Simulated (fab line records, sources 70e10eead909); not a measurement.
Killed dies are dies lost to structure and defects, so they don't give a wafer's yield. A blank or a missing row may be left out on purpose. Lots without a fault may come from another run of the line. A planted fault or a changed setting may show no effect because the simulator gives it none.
Chamber matching | flow nand_harc | NHARC_A_CHANNEL_HOLE_D2_DESCUM_15 on rie_diel-02: 4 sister chambers
The step chemistry O2, time 3 s. 4 wafers are shown with their chamber, then 6 later ones without.

WAFERS WITH THEIR CHAMBER
wafer  | chamber | rf_vpp_V (V)
L541.6 | 2       | 57.1
L543.3 | 0       | 58.5
L543.4 | 3       | 56.4
L543.5 | 1       | 58.4

WAFERS WITHOUT THEIR CHAMBER
wafer  | rf_vpp_V (V)
L544.3 | 57.6
L544.4 | 57.8
L544.5 | 57.6
L546.2 | 58.0
L546.3 | 58.4
L546.6 | 58.3

WHICH CHAMBER EACH WENT THROUGH
wafer  | from the rows above               | in truth
L544.3 | can't be placed: 2 or 1 or 0 or 3 | 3
L544.4 | can't be placed: 1 or 2 or 0 or 3 | 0
L544.5 | can't be placed: 2 or 1 or 0 or 3 | 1
L546.2 | can't be placed: 1 or 0 or 2      | 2
L546.3 | can't be placed: 1 or 0           | 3
L546.6 | can't be placed: 1 or 0           | 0
Placed correctly: 0 of 6. Can't be placed from these rows: 6 (the true chamber is among the candidates in 5). Placed wrongly: 0.
How it was worked out, from the rows above alone: a wafer's distance from a chamber is the root of the sum, over the readings, of the square of ((its reading less the chamber's mean) divided by the reading's scatter). The wafer belongs to the nearest chamber; if the next one is less than 2 further off, it can't be placed. A chamber's mean is the mean of its shown wafers. The scatter: with one shown wafer a chamber, the root of the mean of the squares of how far each hidden wafer lies from its nearest shown one.
